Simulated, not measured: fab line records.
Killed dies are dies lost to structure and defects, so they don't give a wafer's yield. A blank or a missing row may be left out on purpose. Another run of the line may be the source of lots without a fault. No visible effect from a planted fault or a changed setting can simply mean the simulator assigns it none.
Which tool did it? | flow n5Finfet | Sampling: 24 lots, 72 wafers, 6 of 1938 route steps

WHAT THE GAUGES READ, wafer by wafer
N5_BEOL_M9_OVL_MEAS_29.
lot  | measured     | on         | V8_OVL (nm)
L074 | day 9 05:18  | overlay-02 | -0.1 0.0 -0.3
L076 | day 9 22:12  | overlay-01 | 0.3 0.1 -0.2
L075 | day 10 02:05 | overlay-01 | -0.4 -0.1 0.3
L077 | day 10 10:36 | overlay-01 | 0.3 0.1 -0.1
L078 | day 10 14:08 | overlay-02 | 0.7 0.6 1.3
L079 | day 10 20:49 | overlay-01 | 0.5 0.0 -0.4
L080 | day 11 02:26 | overlay-01 | 0.7 0.2 0.6
L081 | day 11 02:40 | overlay-01 | -0.9 -0.5 -0.1
L082 | day 11 08:43 | overlay-02 | -0.4 -1.0 -0.6
L083 | day 11 13:19 | overlay-01 | 0.2 0.4 -0.2
L084 | day 12 00:41 | overlay-01 | -0.3 0.1 -1.0
L085 | day 12 04:41 | overlay-01 | 0.2 -0.1 0.7
L086 | day 12 09:05 | overlay-01 | -1.4 -0.6 -0.7
L087 | day 12 23:11 | overlay-01 | 0.7 0.8 1.5
L089 | day 13 03:11 | overlay-01 | 1.3 -0.2 0.2
L088 | day 13 07:47 | overlay-01 | 0.7 0.4 1.4
L091 | day 13 17:12 | overlay-01 | -0.4 0.0 0.4
L090 | day 13 17:41 | overlay-01 | 0.9 0.2 1.2
L092 | day 14 01:01 | overlay-01 | 0.0 -1.3 -0.4
L093 | day 14 09:41 | overlay-02 | 0.2 -0.2 0.8
L094 | day 14 19:59 | overlay-02 | 0.3 0.5 0.6
L095 | day 14 23:43 | overlay-01 | 0.1 0.6 0.0
L096 | day 15 10:04 | overlay-02 | 1.2 0.8 1.6
L097 | day 15 10:08 | overlay-02 | 0.0 -0.1 -0.1

N5_BEOL_M10_THK_MEAS_01.
lot  | measured     | on           | M10_ILD_THK (nm)
L074 | day 9 10:53  | filmMetro-01 | 260 263 268
L076 | day 10 02:02 | filmMetro-01 | 275 269 265
L075 | day 10 06:08 | filmMetro-01 | 269 264 271
L077 | day 10 14:40 | filmMetro-01 | 261 265 266
L078 | day 10 19:31 | filmMetro-01 | 266 264 269
L079 | day 11 02:46 | filmMetro-01 | 262 264 266
L080 | day 11 06:04 | filmMetro-01 | 259 269 266
L081 | day 11 06:26 | filmMetro-02 | 259 269 266
L082 | day 11 13:07 | filmMetro-01 | 263 265 271
L083 | day 11 17:16 | filmMetro-01 | 270 268 265
L084 | day 12 04:20 | filmMetro-02 | 265 272 268
L085 | day 12 08:35 | filmMetro-02 | 261 266 264
L086 | day 12 13:05 | filmMetro-02 | 259 267 270
L087 | day 13 02:58 | filmMetro-01 | 274 275 279
L089 | day 13 07:06 | filmMetro-02 | 267 272 268
L088 | day 13 11:29 | filmMetro-01 | 266 267 274
L091 | day 13 21:22 | filmMetro-02 | 269 270 276
L090 | day 13 21:40 | filmMetro-02 | 269 265 263
L092 | day 14 04:49 | filmMetro-01 | 271 272 270
L093 | day 14 15:02 | filmMetro-01 | 266 274 274
L094 | day 14 23:58 | filmMetro-02 | 263 272 276
L095 | day 15 04:08 | filmMetro-01 | 262 268 272
L096 | day 15 14:34 | filmMetro-01 | 260 276 266
L097 | day 15 14:58 | filmMetro-02 | 274 261 273

EACH LOT AND THE TOOL THAT RAN IT (in order: tool; ch and the chambers of the sampled wafers; start)
lot  | N5_BEOL_M9_ETCH_41                           | N5_BEOL_M9_ALD_74                  | N5_BEOL_M9_SPUTTER_48       | N5_BEOL_M10_ILD_DEP_00
L074 | rieDiel-06 ch 0,1,2, day 9 07:48 or earlier  | aldMetal-04 ch 0,1,2, day 9 07:48  | pvdSputter-01, day 9 08:24  | pecvd-04 ch 1,2, day 9 09:29
L076 | rieDiel-06 ch 0,1,3, day 9 23:51 or earlier  | aldMetal-01 ch 0,2,3, day 9 23:51  | pvdSputter-02, day 10 00:25 | pecvd-03 ch 0,1,2, day 10 01:26
L075 | rieDiel-06 ch 0,3, day 10 03:23 or earlier   | aldMetal-03 ch 0,2, day 10 03:23   | pvdSputter-01, day 10 04:08 | pecvd-03 ch 0,1,2, day 10 05:32
L077 | rieDiel-05 ch 0,2, day 10 11:50 or earlier   | aldMetal-03 ch 1,2,3, day 10 11:50 | pvdSputter-01, day 10 12:31 | pecvd-04 ch 0,2, day 10 14:05
L078 | rieDiel-02 ch 0,3, day 10 15:18 or earlier   | aldMetal-03 ch 2,3, day 10 15:18   | pvdSputter-01, day 10 17:54 | pecvd-01 ch 1,2, day 10 18:55
L079 | rieDiel-02 ch 2,3, day 10 22:28 or earlier   | aldMetal-01 ch 0,1,2, day 10 22:28 | pvdSputter-01, day 11 00:43 | pecvd-04 ch 0,2, day 11 01:55
L080 | rieDiel-02 ch 0,1,2, day 11 03:52 or earlier | aldMetal-03 ch 1,2,3, day 11 03:52 | pvdSputter-01, day 11 04:26 | pecvd-04 ch 1,2, day 11 05:28
L081 | rieDiel-05 ch 1,2,3, day 11 03:55 or earlier | aldMetal-04 ch 0,2,3, day 11 03:55 | pvdSputter-02, day 11 04:27 | pecvd-03 ch 0,1, day 11 05:39
L082 | rieDiel-02 ch 0,2,3, day 11 10:32 or earlier | aldMetal-01 ch 2,3, day 11 10:32   | pvdSputter-01, day 11 11:05 | pecvd-04 ch 0,2, day 11 12:26
L083 | rieDiel-06 ch 0,3, day 11 14:56 or earlier   | aldMetal-01 ch 2,3, day 11 14:56   | pvdSputter-03, day 11 15:39 | pecvd-03 ch 0,1,2, day 11 16:40
L084 | rieDiel-02 ch 0,2,3, day 12 02:01 or earlier | aldMetal-04 ch 0,2,3, day 12 02:01 | pvdSputter-03, day 12 02:41 | pecvd-04 ch 1,2, day 12 03:44
L085 | rieDiel-02 ch 0,3, day 12 06:15 or earlier   | aldMetal-01 ch 0,2,3, day 12 06:15 | pvdSputter-02, day 12 06:49 | pecvd-03 ch 0,2, day 12 07:52
L086 | rieDiel-02 ch 2,3, day 12 10:18 or earlier   | aldMetal-04 ch 0,3, day 12 10:18   | pvdSputter-02, day 12 10:54 | pecvd-01 ch 0,1, day 12 12:30
L087 | rieDiel-05 ch 0,1,2, day 13 00:29 or earlier | aldMetal-04 ch 0,2, day 13 00:29   | pvdSputter-02, day 13 01:06 | pecvd-03 ch 1,2, day 13 02:23
L089 | rieDiel-02 ch 0,2,3, day 13 04:29 or earlier | aldMetal-04 ch 0,1,2, day 13 04:29 | pvdSputter-02, day 13 05:21 | pecvd-04 ch 0,1, day 13 06:31
L088 | rieDiel-06 ch 0,1,2, day 13 09:10 or earlier | aldMetal-03 ch 0,1, day 13 09:10   | pvdSputter-01, day 13 09:41 | pecvd-04 ch 1,2, day 13 10:54
L091 | rieDiel-06 ch 0,1,2, day 13 18:43 or earlier | aldMetal-01 ch 0,1,3, day 13 18:43 | pvdSputter-01, day 13 19:41 | pecvd-03 ch 1,2, day 13 20:47
L090 | rieDiel-06 ch 0,3, day 13 19:13 or earlier   | aldMetal-03 ch 1,2, day 13 19:13   | pvdSputter-01, day 13 20:04 | pecvd-01 ch 0,1,2, day 13 21:07
L092 | rieDiel-02 ch 0,3, day 14 02:18 or earlier   | aldMetal-01 ch 0,1,3, day 14 02:18 | pvdSputter-03, day 14 02:53 | pecvd-04 ch 0,1, day 14 04:10
L093 | rieDiel-02 ch 0,2,3, day 14 12:55 or earlier | aldMetal-04 ch 0,1,2, day 14 12:55 | pvdSputter-02, day 14 13:26 | pecvd-04 ch 0,1,2, day 14 14:27
L094 | rieDiel-05 ch 0,2, day 14 21:26 or earlier   | aldMetal-04 ch 1,2, day 14 21:26   | pvdSputter-01, day 14 22:20 | pecvd-04 ch 1,2, day 14 23:22
L095 | rieDiel-06 ch 0,1, day 15 01:15 or earlier   | aldMetal-04 ch 0,2,3, day 15 01:15 | pvdSputter-03, day 15 02:03 | pecvd-03 ch 0,2, day 15 03:04
L096 | rieDiel-05 ch 0,2,3, day 15 11:26 or earlier | aldMetal-04 ch 0,2, day 15 11:26   | pvdSputter-03, day 15 12:47 | pecvd-03 ch 0,1, day 15 13:58
L097 | rieDiel-06 ch 1,2,3, day 15 11:44 or earlier | aldMetal-04 ch 1,2,3, day 15 11:44 | pvdSputter-03, day 15 13:17 | pecvd-03 ch 0,1,2, day 15 14:22
- N5_BEOL_M9_ETCH_41: etches SiCN in CH3F/O2, target depth 36.6 nm, time 70.1 s.
- N5_BEOL_M9_ALD_74: deposits TaN, target thk 2 nm, pulse time 2 s, purge time 3 s.
- N5_BEOL_M9_SPUTTER_48: material Cu, target thk 12 nm, time 2 s.
- N5_BEOL_M10_ILD_DEP_00: deposits SiCOH lowk from DEMS/porogen, target thk 308.51 nm, time 58 s.

WHAT THE TOOLS THEMSELVES READ (means of the sampled wafers that have a number; where no wafer has one, the mark that the record gives instead)
N5_BEOL_M9_ETCH_41.
lot  | tool       | O2_flow_sccm (sccm) | biasW (W) | drypumpMotorCurrentA (A) | oesProductAu (a.u.) | rfVppV (V) | showerheadPlenumPTorr (Torr) | throttleValvePct (%)
L074 | rieDiel-06 | 20.04               | 75.04     | 5.3                      | 0.81                | 298.0      | 2.04                         | 16.22
L076 | rieDiel-06 | 20.04               | 75.17     | 5.4                      | 0.79                | 296.2      | 1.95                         | 16.18
L075 | rieDiel-06 | 20.02               | 75.18     | 5.7                      | 0.87                | 296.7      | 1.98                         | 16.04
L077 | rieDiel-05 | 20.05               | 75.02     | 5.7                      | 0.82                | 298.0      | 2.04                         | 16.17
L078 | rieDiel-02 | 20.03               | 75.11     | 5.2                      | 0.74                | 297.6      | 2.03                         | 16.38
L079 | rieDiel-02 | 19.96               | 74.95     | 5.7                      | 0.71                | 297.8      | 2.01                         | 16.43
L080 | rieDiel-02 | 19.99               | 75.18     | 5.6                      | 0.72                | 296.6      | 1.96                         | 16.34
L081 | rieDiel-05 | 19.97               | 74.97     | 5.4                      | 0.82                | 298.6      | 2.06                         | 16.24
L082 | rieDiel-02 | 20.08               | 75.18     | 5.5                      | 0.72                | 297.5      | 2.01                         | 16.41
L083 | rieDiel-06 | 19.92               | 75.04     | 5.8                      | 0.81                | 295.3      | 1.90                         | 16.08
L084 | rieDiel-02 | 20.03               | 75.24     | 5.5                      | 0.71                | 298.6      | 2.01                         | 16.41
L085 | rieDiel-02 | 20.00               | 75.11     | 5.2                      | 0.72                | 297.7      | 2.02                         | 16.40
L086 | rieDiel-02 | 19.98               | 74.79     | 5.7                      | 0.71                | 297.8      | 2.00                         | 16.45
L087 | rieDiel-05 | 20.07               | 75.01     | 5.6                      | 0.81                | 298.5      | 2.05                         | 16.26
L089 | rieDiel-02 | 20.02               | 75.12     | 5.5                      | 0.71                | 297.7      | 2.01                         | 16.43
L088 | rieDiel-06 | 20.00               | 74.78     | 5.3                      | 0.86                | 297.3      | 2.03                         | 16.10
L091 | rieDiel-06 | 19.90               | 74.84     | 5.3                      | 0.86                | 298.0      | 2.03                         | 16.12
L090 | rieDiel-06 | 19.94               | 75.14     | 5.7                      | 0.82                | 297.0      | 1.97                         | 16.11
L092 | rieDiel-02 | 20.02               | 75.17     | 5.2                      | 0.71                | 297.8      | 2.02                         | 16.43
L093 | rieDiel-02 | 20.00               | 74.91     | 5.4                      | 0.70                | 297.4      | 2.01                         | 16.46
L094 | rieDiel-05 | 19.93               | 74.79     | 5.4                      | 0.79                | 298.3      | 2.06                         | 16.19
L095 | rieDiel-06 | 19.97               | 74.69     | 5.0                      | 0.87                | 297.3      | 1.98                         | 16.04
L096 | rieDiel-05 | 19.98               | 74.94     | 5.4                      | 0.79                | 297.9      | 2.04                         | 16.23
L097 | rieDiel-06 | 19.97               | 74.95     | 5.3                      | 0.80                | 295.6      | 1.95                         | 16.12

N5_BEOL_M9_ALD_74.
lot  | tool        | heaterPowerW (W) | susceptorTempC (C)
L074 | aldMetal-04 | 471              | 275.24
L076 | aldMetal-01 | 417              | 274.97
L075 | aldMetal-03 | 498              | 275.32
L077 | aldMetal-03 | 447              | 275.21
L078 | aldMetal-03 | 483              | 274.95
L079 | aldMetal-01 | 386              | 275.00
L080 | aldMetal-03 | 443              | 275.04
L081 | aldMetal-04 | 422              | 275.02
L082 | aldMetal-01 | 423              | 275.01
L083 | aldMetal-01 | 423              | 274.85
L084 | aldMetal-04 | 422              | 275.09
L085 | aldMetal-01 | 412              | 274.81
L086 | aldMetal-04 | 450              | 275.13
L087 | aldMetal-04 | 443              | 274.99
L089 | aldMetal-04 | 477              | 275.10
L088 | aldMetal-03 | 442              | 275.18
L091 | aldMetal-01 | 390              | 275.20
L090 | aldMetal-03 | 443              | 275.11
L092 | aldMetal-01 | 398              | 274.93
L093 | aldMetal-04 | 474              | 275.01
L094 | aldMetal-04 | 450              | 274.95
L095 | aldMetal-04 | 418              | 274.95
L096 | aldMetal-04 | 472              | 275.11
L097 | aldMetal-04 | 424              | 274.92

N5_BEOL_M9_SPUTTER_48.
lot  | tool          | chuckGasFlowSccm (sccm) | susceptorTempC (C) | throttleValvePct (%)
L074 | pvdSputter-01 | 1.25                    | -19.99             | 29.7
L076 | pvdSputter-02 | 1.25                    | -20.06             | 30.0
L075 | pvdSputter-01 | 1.27                    | -20.02             | 29.8
L077 | pvdSputter-01 | 1.21                    | -19.99             | 29.8
L078 | pvdSputter-01 | 1.27                    | -20.05             | 29.8
L079 | pvdSputter-01 | 1.24                    | -20.11             | 30.4
L080 | pvdSputter-01 | 1.23                    | -19.98             | 29.7
L081 | pvdSputter-02 | 1.27                    | -19.98             | 29.3
L082 | pvdSputter-01 | 1.24                    | -20.11             | 30.0
L083 | pvdSputter-03 | 1.28                    | -19.99             | 29.3
L084 | pvdSputter-03 | 1.27                    | -20.10             | 29.0
L085 | pvdSputter-02 | 1.27                    | -20.07             | 29.3
L086 | pvdSputter-02 | 1.23                    | -20.16             | 30.3
L087 | pvdSputter-02 | 1.26                    | -19.94             | 29.9
L089 | pvdSputter-02 | 1.34                    | -20.06             | 30.2
L088 | pvdSputter-01 | 1.30                    | -19.99             | 29.9
L091 | pvdSputter-01 | 1.21                    | -20.05             | 29.0
L090 | pvdSputter-01 | 1.26                    | -19.89             | 30.3
L092 | pvdSputter-03 | 1.24                    | -20.04             | 28.9
L093 | pvdSputter-02 | 1.29                    | -19.89             | 29.8
L094 | pvdSputter-01 | 1.26                    | -19.89             | 30.5
L095 | pvdSputter-03 | 1.26                    | -20.05             | 29.4
L096 | pvdSputter-03 | 1.23                    | -19.99             | 29.9
L097 | pvdSputter-03 | 1.24                    | -20.07             | 30.1

N5_BEOL_M10_ILD_DEP_00.
lot  | tool     | heaterPowerW (W) | showerheadPlenumPTorr (Torr) | susceptorTempC (C) | throttleValvePct (%)
L074 | pecvd-04 | 288              | 5.730                        | 299.91             | 14.9
L076 | pecvd-03 | 286              | 5.747                        | 299.93             | 13.8
L075 | pecvd-03 | 271              | 5.746                        | 299.99             | 14.1
L077 | pecvd-04 | 258              | 5.719                        | 299.78             | 13.8
L078 | pecvd-01 | 312              | 5.764                        | 299.96             | 15.4
L079 | pecvd-04 | 260              | 5.738                        | 299.98             | 14.3
L080 | pecvd-04 | 293              | 5.723                        | 300.02             | 14.2
L081 | pecvd-03 | 303              | 5.742                        | 299.93             | 14.2
L082 | pecvd-04 | 258              | 5.728                        | 300.06             | 14.2
L083 | pecvd-03 | 260              | 5.753                        | 300.16             | 14.0
L084 | pecvd-04 | 289              | 5.721                        | 299.90             | 14.3
L085 | pecvd-03 | 289              | 5.749                        | 300.03             | 13.8
L086 | pecvd-01 | 250              | 5.736                        | 299.89             | 14.7
L087 | pecvd-03 | 288              | 5.746                        | 300.00             | 14.2
L089 | pecvd-04 | 302              | 5.736                        | 299.95             | 15.0
L088 | pecvd-04 | 313              | 5.724                        | 300.06             | 14.8
L091 | pecvd-03 | 272              | 5.754                        | 299.97             | 14.1
L090 | pecvd-01 | 292              | 5.741                        | 300.10             | 14.5
L092 | pecvd-04 | 303              | 5.736                        | 300.02             | 15.0
L093 | pecvd-04 | 277              | 5.729                        | 299.95             | 14.6
L094 | pecvd-04 | 297              | 5.717                        | 299.98             | 14.8
L095 | pecvd-03 | 257              | 5.746                        | 300.03             | 13.6
L096 | pecvd-03 | 316              | 5.755                        | 299.90             | 14.3
L097 | pecvd-03 | 286              | 5.746                        | 300.04             | 14.3

THE ANSWER, worked out from the rows above alone
Rule: the lots themselves supply what counts as usual. The widest of any qualifying gaps counts: lots, ordered by their means at a reading, are off when they make up no more than a third of the lots, leave a main group of 4 or more, and stand apart from it by 3 or more times the standard deviation of that group's means. A main group whose means are all the same, to the digits that the tables above print for the reading, isn't used. Also off: a lot with no number at a reading for which 4 or more lots have one. Where the step has rows for the other lots, those lots are counted as sound. The gauges are gone through in route order, then the tools' own readings, and for those a lot's mean is taken as printed above. At the first step where some lot is off, the reading lying furthest off is the one used; lots without a number count as furthest.
Nothing can be told from this: no lot is off at any reading shown.

WHAT THE SIMULATOR PUT IN
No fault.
